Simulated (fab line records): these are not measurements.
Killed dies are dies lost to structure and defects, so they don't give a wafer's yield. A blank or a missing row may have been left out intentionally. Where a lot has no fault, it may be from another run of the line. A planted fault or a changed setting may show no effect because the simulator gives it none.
Struck lot and sound lot, side by side	flow nandHarc	24 steps out of a route of 1302
Sound: wafers L539.1, L539.2, L539.5. Wafers L530.1, L530.5, L530.6 were the ones struck. At the end, the cause is stated.
Per side, at each step with rows, come the tool, then ch with its chambers, and then its first start. Under that, the readings that differ: sound wafers	struck wafers	difference of the means	sigmas: that difference in standard deviations of wafers without a fault.
alike: same words and numbers on both sides, and readings whose means sit less than 2 such deviations apart. not compared: any withheld reading, any reading some wafer has no value for, any bound like >300 that may hide the same value, and any number with overlapping values for which the record gives no deviation.
Wherever a step has rows on one side only, a row that says differs or no value, or a row with sigmas, the two part there. Numbers that have no deviation but don't overlap get no sigmas and don't part them. A reading missing from all wafers of one side parts the sides only when that side holds two or more wafers.

NHARC_P_CONTACT_DEP_00: deposits SiO2, target thk 500 nm.
  sound on pecvd-03 ch 0,2; struck on pecvd-03 ch 0,1
reading	sound	struck	difference	sigmas
heaterPowerW (W)	790 555 793	543 471 565	-186	-2
  alike: mfcPrecursorSccm, susceptorTempC, throttleValvePct
NHARC_P_CONTACT_CMP_01: polishes SiO2, target thk 200 nm.
  sound on cmp-02 ch 0,1,3, day 14 04:55; struck on cmp-01 ch 1,2,3, day 10 12:01
  alike: motorCurrentA
then, 9 steps without rows for these wafers: NHARC_P_CONTACT_SRD_03; NHARC_P_CONTACT_DEHYDRATE_04 (time 120 s); NHARC_P_CONTACT_HMDS_05 (time 30 s); NHARC_P_CONTACT_COAT_33 (time 75 s); NHARC_P_CONTACT_COAT_34 (time 65 s); NHARC_P_CONTACT_COAT_06 (resist thk 90 nm); NHARC_P_CONTACT_SOFTBAKE_07 (time 55 s); NHARC_P_CONTACT_EBR_08; NHARC_P_CONTACT_EXPOSE_09 (exposes mask P CA, target cd 90 nm).
NHARC_P_CONTACT_PEB_10: peb time 65 s.
  sound on lithoTrack-06 ch 0, day 14 05:37; struck on lithoTrack-01 ch 0, day 10 12:35
reading	sound	struck	difference	sigmas
heaterPowerTotalW (W)	157.1 157.2 157.1	150.0 150.1 149.3	-7.3	-16
plateTempC (C)	99.99 100.07 99.95	96.84 96.99 96.83	-3.12	-26
then, 1 step without rows for these wafers: NHARC_P_CONTACT_DEVELOP_11 (develop time 35 s).
NHARC_P_CONTACT_CD_MEAS_12: the cd target is 90 nm.
  sound on cdSem-02 ch 0, day 14 05:42; struck on cdSem-03 ch 0
reading	sound	struck	difference	sigmas
cdNm (nm)	89.0 88.7 89.8	78.9 79.0 79.5	-10.0	-20
  not compared: hold
NHARC_P_CONTACT_OVL_MEAS_13:
  sound: overlay-01 at day 14 05:47; struck: overlay-01 at day 10 14:31
reading	sound	struck	difference	sigmas
hold	- - -	awaitDispo/1.6h/release awaitDispo/1.6h/release awaitDispo/1.6h/release	no value on the sound wafers	
  alike: overlayXNm, overlayYNm
NHARC_P_CONTACT_INSPECT_14:
  sound: defectInspect-01 at day 14 05:49; struck: defectInspect-01 at day 10 14:32
  alike: rawDefectCount
NHARC_P_CONTACT_DESCUM_17: chemistry O2, time 3 s.
  sound on rieDiel-03 ch 0,1,2, day 14 05:54; struck on rieDiel-10 ch 2,3, day 10 14:37
reading	sound	struck	difference	sigmas
model.P_CONTACT.cdNm (nm)	88.98 88.8 89.86	79.34 78.81 79.62	-9.96	
  alike: drypumpMotorCurrentA, oesProductAu, rfVppV, showerheadPlenumPTorr, throttleValvePct
  not compared: rfHoursCounterH
NHARC_P_CONTACT_ETCH_35: etches the open film in CF4, target depth 39 nm, time 65 s.
  sound on rieDiel-03 ch 1,3, day 14 05:58; struck on rieDiel-10 ch 0,1,3, day 10 14:42
  alike: drypumpMotorCurrentA, oesProductAu, rfVppV, showerheadPlenumPTorr, throttleValvePct
  not compared: rfHoursCounterH
NHARC_P_CONTACT_ETCH_36: etches the open film in N2/H2, target depth 260 nm, time 406.25 s.
  sound on rieDiel-03 ch 0,1,2; struck on rieDiel-10 ch 1,2,3
reading	sound	struck	difference	sigmas
n2FlowSccm (sccm)	149.4 149.5 149.6	150.1 150.9 150.1	+0.9	+2
  alike: drypumpMotorCurrentA, oesProductAu, rfVppV, showerheadPlenumPTorr, throttleValvePct
  not compared: rfHoursCounterH
NHARC_P_CONTACT_ETCH_18: etches the open film in C4F8/O2/Ar, target depth 481 nm, time 240.5 s.
  sound on rieDiel-03 ch 0,2,3; struck on rieDiel-10 ch 0,1,3
  alike: oesProductAu, rfVppV
  not compared: rfHoursCounterH
then, 1 step without rows for these wafers: NHARC_P_CONTACT_STRIP_37 (strips in C4F8/O2/Ar).
NHARC_P_CONTACT_ETCH_31: etches the open film in CH3F/O2, target depth 30 nm, time 85.7 s.
  sound on rieDiel-03 ch 0,1,3; struck on rieDiel-10 ch 0,3
reading	sound	struck	difference	sigmas
oesProductAu (a.u.)	0.962 0.965 0.957	0.987 0.991 0.980	+0.025	+2
model.P_CONTACT.cdNm (nm)	87.89 88.22 89.31	78.85 78.04 78.51	-10.01	
  alike: drypumpMotorCurrentA, rfVppV, showerheadPlenumPTorr, throttleValvePct
  not compared: rfHoursCounterH
NHARC_P_CONTACT_CD_MEAS_19:
  sound: cdSem-01 at day 14 06:45; struck: cdSem-01 at day 10 15:41
reading	sound	struck	difference	sigmas
cdNm (nm)	87.7 88.4 89.2	78.9 78.1 78.4	-10.0	-8
  not compared: hold
-- the record jumps here: 17 days lie between the struck wafers' starts before and after (it left off in module P_CONTACT and takes up again in module END, whose first step shown is number 1302 of the route) --
NHARC_END_SORT_01:
  only the struck wafers appear in the record here, on prober-01 ch 0 at day 27 23:11; the sound ones have no rows

== WHERE THEY PART ==
First at NHARC_P_CONTACT_DEP_00; last, within this record, at NHARC_END_SORT_01.

WHY: the cause the simulator had injected
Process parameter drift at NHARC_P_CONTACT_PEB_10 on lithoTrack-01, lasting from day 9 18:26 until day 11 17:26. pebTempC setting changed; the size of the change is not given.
